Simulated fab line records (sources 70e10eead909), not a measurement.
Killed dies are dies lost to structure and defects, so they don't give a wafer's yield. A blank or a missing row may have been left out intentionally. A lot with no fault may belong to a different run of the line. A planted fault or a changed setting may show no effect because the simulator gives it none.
fab line records	flow nandHarc	part 1 of 2: steps 1 to 4 of 6
record: lots: 20	wafers: 60	lastDay: 33
route steps=1302 shown A_STAIRCASE@768
lots untouched by any fault: they come from a run of this same line in which no faults occurred
startH: hours from the record's first day to the start of the lot's first wafer shown	waitH: time in hours since the lot's previous step	" identical to the entry in the row above	L1.1+2: a row that stands for several wafers	- no value, or no start was given	* or withheld: withheld	< > ~ a bound
route shown NAME@n: names a module that has steps shown in the file, with the first one's number in the route	usual: average and standard deviation across the fault-free wafers	same: alike in all rows	chamber/n: place in a boat	sites: each site's reading	_std_site: standard deviation across them	_edge_site: mean of outer sites minus mean of inner sites	radiusMm: how far each site lies from the wafer's centre	mask NAME#n: copy n	behind: tool/chamber where the wafer was last shaped	hold: why the lot went on hold/how many hours it stayed there/how the hold came to an end	device: the n, p or np transistor that did not switch	end of line: at the end of the route, the tests of the same wafers	a step with no rows: only its recipe	killed: dies that structure and defects cost at the first sort, which is not the same as the wafer's yield	map: the dies of a wafer, with x for killed, . for not killed, _ for no die there
set.NAME: the run value of the setting; set.NAME@STEP: its run value at that earlier step	model.NAME: the simulator's own value behind a step, which no gauge read
the route's steps for a sample of lots (tables are steps, rows are wafers)
services: when a tool's chamber went out of use (startH, in hours from the record's first day, below 0 if earlier), for how many hours, and the reason
== steps ==
step: NHARC_A_STAIRCASE_STRIP_254
recipe: powerW: 1500	tempC: 250	chemistry: O2
usual: drypumpMotorCurrentA: 5.8/0.32	heaterPowerW: 346/43
lot.wafer	tool	chamber	startH	waitH	drypumpMotorCurrentA	heaterPowerW	rfHoursCounterH
L074.4	plasmaAsher-02	1	357.16	-	5.8	313	-
L074.3	"	0	"	"	5.5	333	-
L074.5	"	0	"	"	5.5	326	-
L076.2	plasmaAsher-01	1	376.59	-	6.3	313	6
L076.5	"	1	"	"	6.3	298	-
L076.6	"	0	"	"	5.5	409	-
L075.1	plasmaAsher-02	0	378.38	-	5.5	337	25
L075.2	"	1	"	"	5.8	319	25
L075.5	"	1	"	"	5.8	313	-
L078.3	plasmaAsher-01	1	403.52	-	6.3	310	-
L078.5	"	1	"	"	6.3	312	-
L078.6	"	0	"	"	5.5	428	-
L080.4	plasmaAsher-01	0	427.59	-	5.5	423	-
L080.3	"	1	"	"	6.3	312	-
L080.6	"	0	"	"	5.5	414	-
L081.1	plasmaAsher-01	1	451.37	-	6.3	307	20
L081.4	"	0	"	"	5.5	418	-
L081.5	"	0	"	"	5.4	428	-
L082.2	plasmaAsher-01	1	451.77	-	6.3	302	20
L082.1	"	0	"	"	5.5	412	20
L082.3	"	0	"	"	5.4	422	-
L086.1	plasmaAsher-01	1	473.62	-	6.3	319	25
L086.4	"	0	"	"	5.5	424	-
L086.6	"	1	"	"	6.3	309	-
L084.1	plasmaAsher-02	0	478.54	-	5.5	341	12
L084.2	"	1	"	"	5.9	326	12
L084.5	"	0	"	"	5.5	333	-
L087.4	plasmaAsher-02	1	485.49	-	5.8	330	-
L087.3	"	0	"	"	5.5	339	-
L087.6	"	0	"	"	5.5	338	-
L088.4	plasmaAsher-01	1	508.14	-	6.2	305	-
L088.5	"	0	"	"	5.5	418	-
L088.6	"	1	"	"	6.2	311	-
L089.2	plasmaAsher-02	1	522.32	-	5.8	321	19
L089.1	"	0	"	"	5.5	338	19
L089.4	"	0	"	"	5.5	340	-
L090.4	plasmaAsher-02	1	522.99	-	5.8	315	-
L090.3	"	0	"	"	5.5	338	-
L090.5	"	1	"	"	5.8	323	-
L092.2	plasmaAsher-02	0	553.44	-	5.5	338	28
L092.1	"	1	"	"	5.8	312	28
L092.3	"	0	"	"	5.5	327	-
L091.1	plasmaAsher-02	1	555.33	-	5.8	318	29
L091.4	"	1	"	"	5.8	319	-
L091.5	"	1	"	"	5.8	324	-
L093.1	plasmaAsher-02	0	565.21	0.1	5.5	333	34
L093.4	"	0	"	"	5.5	334	-
L093.5	"	0	"	"	5.5	336	-
L094.3	plasmaAsher-02	0	566.46	-	5.5	334	-
L094.6	"	0	"	"	5.5	338	-
L094.5	"	1	"	"	5.8	322	-
L095.2	plasmaAsher-02	1	585.40	-	5.8	322	41
L095.4	"	0	"	"	5.5	333	-
L095.6	"	1	"	"	5.8	318	-
L096.2	plasmaAsher-02	0	591.51	-	5.5	341	44
L096.1	"	1	"	"	5.8	321	44
L096.5	"	1	"	"	5.8	317	-
L097.2	plasmaAsher-01	0	593.70	-	5.5	393	6
L097.1	"	1	"	"	6.3	329	6
L097.6	"	1	"	"	6.3	331	-
step: NHARC_A_STAIRCASE_STRIP_274
recipe: o2FlowSccm: 500	arFlowSccm: 0	biasW: 0	chemistry: O2
usual: drypumpMotorCurrentA: 5.7/0.34	oesProductAu: 1.003/0.01	rfVppV: 57.9/0.91	showerheadPlenumPTorr: 3.58/0.14	throttleValvePct: 17.037/0.0093
lot.wafer	tool	chamber	startH	waitH	drypumpMotorCurrentA	oesProductAu	rfHoursCounterH	rfVppV	showerheadPlenumPTorr	throttleValvePct
L074.3	rieDiel-01	3	-	-	6.3	1.008	50	57.4	3.53	17.047
L074.4	"	3	"	"	6.3	1.010	-	58.1	3.53	17.027
L074.5	"	0	"	"	5.7	1.027	-	58.4	3.43	17.036
L076.2	rieDiel-04	2	-	-	5.7	0.988	5	57.3	3.58	17.040
L076.5	"	3	"	"	5.6	1.010	-	58.4	3.59	17.045
L076.6	"	0	"	"	5.8	1.005	-	58.3	3.74	17.023
L075.1	rieDiel-07	1	-	-	5.9	1.012	26	58.5	3.76	17.034
L075.2	"	3	"	"	5.4	0.984	27	58.6	3.76	17.039
L075.5	"	1	"	"	5.9	1.004	-	58.9	3.76	17.052
L078.3	rieDiel-04	2	-	-	5.6	0.987	16	58.4	3.57	17.047
L078.6	"	2	"	"	5.6	0.994	-	58.0	3.57	17.040
L078.5	"	3	"	"	5.6	1.009	-	59.0	3.58	17.035
L080.3	rieDiel-04	2	-	-	5.7	0.990	22	57.9	3.57	17.029
L080.4	"	0	"	"	5.8	1.008	20	58.7	3.73	17.031
L080.6	"	3	"	"	5.6	1.007	-	57.2	3.58	17.027
L081.1	rieDiel-07	0	-	-	5.2	1.021	46	58.5	3.62	17.047
L081.4	"	2	"	"	5.2	1.011	47	56.9	3.39	17.050
L081.5	"	3	"	"	5.4	0.981	-	59.2	3.74	17.026
L082.3	rieDiel-04	3	-	-	5.6	1.001	28	58.6	3.58	17.036
L082.1	"	0	"	"	5.8	1.001	25	59.0	3.73	17.041
L082.2	"	2	"	"	5.6	1.004	29	57.2	3.57	17.049
L086.4	rieDiel-01	1	-	-	6.3	1.004	28	56.1	3.28	17.033
L086.1	"	0	"	"	5.8	1.008	29	57.3	3.41	17.026
L086.6	"	1	"	"	6.3	1.008	-	56.7	3.28	17.031
L084.1	rieDiel-04	0	-	-	5.8	0.994	38	56.5	3.72	17.031
L084.2	"	3	"	"	5.6	0.992	41	58.3	3.57	17.055
L084.5	"	0	"	"	5.8	1.002	-	57.6	3.72	17.022
L087.4	rieDiel-04	3	-	-	5.6	1.005	42	57.7	3.57	17.026
L087.3	"	2	"	"	5.7	0.991	43	56.5	3.56	17.023
L087.6	"	3	"	"	5.6	1.005	-	57.9	3.57	17.045
L088.4	rieDiel-07	2	-	-	5.2	1.006	10	55.7	3.39	17.041
L088.5	"	2	"	"	5.2	1.002	-	57.2	3.39	17.041
L088.6	"	3	"	"	5.4	0.989	-	59.1	3.74	17.017
L089.4	rieDiel-04	2	-	-	5.7	0.994	55	57.0	3.55	17.022
L089.1	"	0	"	"	5.8	1.004	50	56.3	3.71	17.033
L089.2	"	1	"	"	5.5	1.019	52	57.3	3.68	17.032
L090.3	rieDiel-01	0	533.53	-	5.7	1.016	45	57.3	3.40	17.021
L090.4	"	2	"	"	5.7	1.014	47	59.1	3.51	17.037
L090.5	"	0	"	"	5.7	1.026	-	58.7	3.40	17.039
L092.1	rieDiel-04	1	-	-	5.5	0.991	11	58.1	3.68	17.029
L092.2	"	3	"	"	5.6	1.009	11	58.7	3.56	17.041
L092.3	"	1	"	"	5.5	0.992	-	55.9	3.68	17.036
L091.1	rieDiel-07	2	-	-	5.2	0.995	30	57.4	3.38	17.043
L091.4	"	3	"	"	5.4	0.993	27	57.9	3.72	17.056
L091.5	"	0	"	"	5.2	1.004	-	56.9	3.61	17.038
L093.4	rieDiel-07	0	-	-	5.2	1.002	25	57.0	3.60	17.026
L093.1	"	1	"	"	5.9	0.999	26	59.5	3.73	17.039
L093.5	"	2	"	"	5.2	0.998	-	57.5	3.37	17.039
L094.3	rieDiel-07	3	-	-	5.4	0.996	32	58.6	3.72	17.027
L094.6	"	1	"	"	5.9	1.010	-	58.4	3.73	17.042
L094.5	"	2	"	"	5.2	1.004	-	57.2	3.37	17.032
L095.2	rieDiel-01	3	-	-	6.3	1.006	7	57.3	3.50	17.024
L095.4	"	0	"	"	5.7	1.016	-	56.7	3.39	17.035
L095.6	"	1	"	"	6.2	0.990	-	58.4	3.80	17.037
L096.2	rieDiel-01	3	-	-	6.3	1.012	7	58.1	3.50	17.046
L096.1	"	2	"	"	5.7	1.003	8	58.1	3.50	17.047
L096.5	"	3	"	"	6.3	1.005	-	57.4	3.50	17.033
L097.1	rieDiel-01	0	-	-	5.7	1.018	16	58.1	3.39	17.036
L097.2	"	2	"	"	5.7	0.991	9	58.7	3.50	17.048
L097.6	"	1	"	"	6.2	0.988	-	59.0	3.80	17.047
step: NHARC_A_STAIRCASE_ETCH_292
recipe: cf4FlowSccm: 100	chf3FlowSccm: 30	arFlowSccm: 0	rfW: 500	biasW: 200	chemistry: CF4/CHF3
usual: cf4FlowSccm: 100.00/0.28	chf3FlowSccm: 30.00/0.083	drypumpMotorCurrentA: 5.7/0.35	oesProductAu: 0.939/0.023	rfVppV: 371.2/2.3	showerheadPlenumPTorr: 1.59/0.065	throttleValvePct: 16.803/0.0095
lot.wafer	tool	chamber	startH	waitH	cf4FlowSccm	chf3FlowSccm	drypumpMotorCurrentA	oesProductAu	rfHoursCounterH	rfVppV	showerheadPlenumPTorr	throttleValvePct
L074.3	rieDiel-04	3	370.58	0.1	100.49	30.06	5.6	0.968	1	371.6	1.60	16.804
L074.4	"	0	"	"	100.25	29.98	5.8	0.967	1	374.2	1.67	16.819
L074.5	"	0	"	"	99.65	29.92	5.8	0.970	-	374.4	1.67	16.797
L076.2	rieDiel-04	0	389.24	0.1	100.01	30.00	5.8	0.910	6	375.6	1.67	16.811
L076.5	"	0	"	"	99.65	30.05	5.8	0.920	-	374.1	1.67	16.800
L076.6	"	1	"	"	99.86	29.91	5.5	0.928	-	374.2	1.66	16.814
L075.2	rieDiel-04	1	393.91	0.1	99.84	30.03	5.5	0.932	8	375.3	1.65	16.798
L075.1	"	0	"	"	100.19	29.88	5.8	0.921	8	373.2	1.67	16.806
L075.5	"	1	"	"	100.27	30.01	5.5	0.934	-	372.7	1.65	16.805
L078.3	rieDiel-04	3	417.21	0.1	99.52	29.92	5.6	0.928	17	370.0	1.60	16.794
L078.6	"	0	"	"	99.73	30.00	5.8	0.924	-	374.3	1.67	16.807
L078.5	"	1	"	"	99.72	30.07	5.4	0.927	-	373.6	1.65	16.793
L080.3	rieDiel-01	2	442.69	0.2	99.68	30.05	5.7	0.932	16	371.3	1.57	16.779
L080.4	"	3	"	"	100.12	30.02	6.3	0.938	14	370.8	1.57	16.810
L080.6	"	1	"	"	100.02	30.02	6.3	0.927	-	366.8	1.47	16.799
L081.1	rieDiel-01	1	461.00	0.1	100.32	29.85	6.2	0.976	20	367.5	1.46	16.805
L081.4	"	3	"	"	99.78	29.92	6.3	0.987	20	370.5	1.57	16.795
L081.5	"	1	"	"	99.86	30.01	6.2	0.970	-	368.0	1.46	16.793
L082.2	rieDiel-07	3	461.36	0.1	100.15	29.89	5.4	0.907	52	373.1	1.67	16.797
L082.1	"	0	"	"	99.71	29.98	5.2	0.934	47	370.6	1.62	16.791
L082.3	"	1	"	"	100.07	30.07	5.9	0.932	45	376.5	1.67	16.799
L086.1	rieDiel-07	3	488.00	0.1	99.47	29.98	5.4	0.972	2	374.0	1.67	16.794
L086.4	"	0	"	"	100.33	29.93	5.2	0.976	2	372.7	1.61	16.810
L086.6	"	2	"	"	100.07	29.98	5.1	0.986	-	367.5	1.51	16.803
L084.2	rieDiel-07	3	494.97	0.1	100.10	29.93	5.4	0.956	4	373.6	1.67	16.808
L084.1	"	0	"	"	99.99	30.10	5.2	0.980	4	371.8	1.61	16.818
L084.5	"	3	"	"	100.05	30.08	5.4	0.971	-	371.7	1.67	16.811
L087.3	rieDiel-01	0	500.42	0.1	99.52	30.20	5.7	0.928	38	368.0	1.52	16.819
L087.4	"	2	"	"	100.25	29.95	5.7	0.919	34	370.6	1.57	16.803
L087.6	"	0	"	"	99.99	30.11	5.7	0.943	-	367.7	1.52	16.790
L088.4	rieDiel-04	3	519.28	0.1	99.77	29.97	5.6	0.928	50	370.0	1.59	16.782
L088.6	"	3	"	"	99.96	30.03	5.6	0.925	-	371.3	1.59	16.801
L088.5	"	0	"	"	100.15	29.95	5.8	0.931	-	374.9	1.66	16.815
L089.4	rieDiel-01	3	533.03	0.1	99.42	29.97	6.3	0.988	48	371.2	1.56	16.792
L089.1	"	1	"	"	100.42	29.92	6.3	0.961	43	365.9	1.46	16.802
L089.2	"	2	"	"	100.53	30.07	5.7	0.970	46	370.0	1.57	16.804
L090.4	rieDiel-07	2	537.30	0.1	100.10	30.16	5.1	0.919	14	369.1	1.51	16.807
L090.3	"	0	"	"	100.43	29.95	5.2	0.928	13	371.4	1.61	16.805
L090.5	"	2	"	"	99.88	30.09	5.1	0.918	-	368.7	1.51	16.804
L092.2	rieDiel-01	2	567.49	0.1	100.06	29.90	5.7	0.959	0	371.3	1.56	16.796
L092.1	"	0	"	"	99.56	29.94	5.7	0.981	0	368.0	1.51	16.803
L092.3	"	1	"	"	100.05	29.91	6.2	0.953	0	374.4	1.70	16.797
L091.4	rieDiel-04	0	574.34	0.1	99.63	29.92	5.8	0.937	2	371.6	1.66	16.812
L091.1	"	1	"	"	100.79	30.04	5.5	0.910	15	372.7	1.64	16.801
L091.5	"	0	"	"	99.91	30.06	5.8	0.945	-	372.9	1.66	16.819
L093.4	rieDiel-01	2	581.23	0.1	100.18	29.95	5.7	0.954	7	369.7	1.56	16.804
L093.1	"	1	"	"	99.76	29.98	6.2	0.950	7	374.5	1.70	16.813
L093.5	"	2	"	"	100.43	30.01	5.7	0.949	-	367.9	1.56	16.816
L094.3	rieDiel-04	2	582.92	0.1	99.64	30.16	5.7	0.912	15	370.3	1.58	16.802
L094.5	"	2	"	"	99.91	30.02	5.7	0.916	-	369.1	1.58	16.807
L094.6	"	0	"	"	99.88	30.15	5.8	0.933	-	374.1	1.66	16.813
L095.2	rieDiel-07	2	598.12	0.1	99.85	29.95	5.2	0.918	40	368.4	1.50	16.801
L095.4	"	3	"	"	100.08	30.04	5.4	0.894	40	372.6	1.66	16.793
L095.6	"	1	"	"	100.13	29.87	5.8	0.923	-	372.3	1.66	16.787
L096.1	rieDiel-04	1	604.59	0.1	100.10	29.95	5.4	0.908	25	372.6	1.64	16.794
L096.2	"	2	"	"	100.14	29.93	5.6	0.913	22	371.4	1.58	16.809
L096.5	"	0	"	"	100.20	29.81	5.8	0.928	-	373.2	1.65	16.804
L097.1	rieDiel-07	0	606.42	0.1	99.82	30.08	5.2	0.934	37	371.2	1.61	16.802
L097.2	"	1	"	"	100.30	30.06	5.9	0.942	37	373.7	1.66	16.785
L097.6	"	3	"	"	100.22	29.98	5.4	0.904	-	372.9	1.66	16.816
step: NHARC_A_STAIRCASE_ETCH_452
recipe: targetDepthA: 300	overetchA: 30	timeS: 16.5	ionEnergyEv: 100	cf4FlowSccm: 80	o2FlowSccm: 20	arFlowSccm: 0	rfW: 300	biasW: 100	chemistry: CF4/O2
usual: cf4FlowSccm: 80.00/0.23	drypumpMotorCurrentA: 5.7/0.34	oesProductAu: 1.002/0.011	rfVppV: 198.0/1.4	showerheadPlenumPTorr: 1.35/0.058	throttleValvePct: 13.397/0.0095
same: timeS: 16.5
lot.wafer	tool	chamber	startH	waitH	cf4FlowSccm	drypumpMotorCurrentA	oesProductAu	rfHoursCounterH	rfVppV	showerheadPlenumPTorr	throttleValvePct
L074.4	rieDiel-04	1	-	-	79.47	5.4	1.015	1	200.9	1.41	13.396
L074.3	"	3	"	"	80.30	5.6	1.010	1	198.8	1.36	13.387
L074.5	"	0	"	"	80.40	5.8	0.998	-	200.3	1.42	13.399
L076.2	rieDiel-04	1	-	-	79.86	5.5	1.002	6	200.1	1.41	13.382
L076.5	"	2	"	"	79.94	5.7	0.982	-	197.9	1.35	13.402
L076.6	"	3	"	"	80.06	5.6	1.009	-	198.6	1.36	13.407
L075.1	rieDiel-04	0	-	-	79.80	5.8	1.014	8	200.0	1.42	13.409
L075.2	"	1	"	"	79.92	5.4	1.021	8	197.0	1.41	13.405
L075.5	"	3	"	"	79.80	5.6	1.022	-	198.2	1.36	13.405
L078.3	rieDiel-04	0	-	-	79.87	5.8	1.002	16	198.4	1.42	13.392
L078.6	"	3	"	"	79.74	5.7	1.002	-	197.5	1.36	13.402
L078.5	"	0	"	"	80.03	5.8	1.007	-	200.2	1.42	13.391
L080.4	rieDiel-01	1	-	-	79.80	6.2	0.999	15	195.3	1.24	13.398
L080.3	"	0	"	"	79.82	5.7	1.012	13	194.4	1.29	13.406
L080.6	"	1	"	"	80.08	6.2	1.011	-	196.4	1.24	13.388
L081.4	rieDiel-01	3	-	-	80.26	6.3	1.013	20	198.2	1.33	13.396
L081.1	"	1	"	"	80.36	6.2	1.011	20	197.4	1.24	13.399
L081.5	"	3	"	"	80.44	6.3	1.010	-	199.8	1.33	13.391
L082.3	rieDiel-07	2	-	-	79.88	5.1	0.987	48	195.9	1.28	13.407
L082.1	"	0	"	"	80.02	5.2	1.007	47	198.1	1.37	13.396
L082.2	"	1	"	"	79.84	5.8	1.013	45	199.0	1.42	13.391
L086.4	rieDiel-07	2	-	-	79.98	5.2	0.996	3	197.2	1.28	13.411
L086.1	"	3	"	"	80.15	5.4	0.990	3	201.2	1.42	13.383
L086.6	"	3	"	"	80.40	5.4	0.988	-	198.8	1.42	13.414
L084.2	rieDiel-07	1	-	-	79.72	5.9	0.997	5	200.3	1.42	13.385
L084.1	"	3	"	"	79.96	5.4	0.980	4	198.5	1.42	13.401
L084.5	"	1	"	"	80.12	5.8	1.012	-	199.5	1.42	13.399
L087.4	rieDiel-01	2	-	-	79.90	5.7	0.995	34	197.4	1.33	13.406
L087.3	"	0	"	"	79.89	5.7	1.018	38	197.9	1.29	13.405
L087.6	"	1	"	"	80.11	6.2	1.013	-	197.3	1.24	13.397
L088.4	rieDiel-04	2	-	-	79.87	5.6	0.976	53	196.2	1.35	13.393
L088.6	"	3	"	"	80.16	5.7	0.990	-	197.5	1.35	13.397
L088.5	"	0	"	"	79.98	5.8	0.990	-	199.6	1.41	13.413
L089.2	rieDiel-01	3	-	-	80.15	6.3	0.999	49	197.2	1.33	13.390
L089.1	"	0	"	"	79.99	5.7	1.016	45	197.6	1.28	13.386
L089.4	"	1	"	"	80.02	6.3	1.002	43	193.8	1.23	13.408
L090.4	rieDiel-07	2	-	-	80.02	5.1	0.997	14	197.2	1.28	13.392
L090.3	"	0	"	"	80.10	5.2	1.007	13	198.2	1.37	13.410
L090.5	"	2	"	"	79.96	5.1	0.998	-	196.2	1.28	13.395
L092.3	rieDiel-01	0	-	-	79.90	5.7	1.011	0	196.3	1.28	13.407
L092.2	"	1	"	"	80.32	6.2	0.996	0	198.6	1.45	13.383
L092.1	"	2	"	"	80.00	5.7	0.994	0	198.8	1.33	13.394
L091.4	rieDiel-04	3	-	-	80.17	5.6	1.013	15	196.7	1.35	13.395
L091.1	"	0	"	"	79.97	5.8	0.996	2	199.8	1.41	13.395
L091.5	"	2	"	"	79.69	5.6	0.995	-	197.3	1.34	13.403
L093.1	rieDiel-01	0	-	-	80.35	5.7	1.020	7	195.7	1.28	13.387
L093.4	"	3	"	"	80.06	6.3	1.020	-	198.0	1.32	13.389
L093.5	"	1	"	"	80.14	6.2	0.987	-	199.1	1.44	13.396
L094.3	rieDiel-04	2	-	-	80.19	5.6	0.992	15	197.7	1.34	13.395
L094.5	"	1	"	"	80.02	5.5	0.988	-	198.7	1.39	13.406
L094.6	"	2	"	"	80.24	5.7	0.987	-	197.2	1.34	13.385
L095.4	rieDiel-07	1	-	-	79.86	5.8	1.005	35	200.4	1.41	13.417
L095.2	"	2	"	"	79.95	5.1	0.990	40	196.6	1.27	13.389
L095.6	"	1	"	"	79.77	5.9	1.012	-	199.7	1.41	13.408
L096.2	rieDiel-04	2	-	-	80.26	5.6	0.984	22	198.9	1.34	13.402
L096.1	"	0	"	"	80.33	5.8	0.991	12	200.0	1.40	13.391
L096.5	"	1	"	"	79.99	5.5	0.981	-	198.5	1.39	13.405
L097.1	rieDiel-07	0	-	-	80.22	5.2	1.011	37	198.6	1.36	13.414
L097.2	"	1	"	"	80.15	5.8	1.010	37	200.3	1.41	13.393
L097.6	"	3	"	"	80.13	5.4	0.993	-	199.7	1.41	13.412
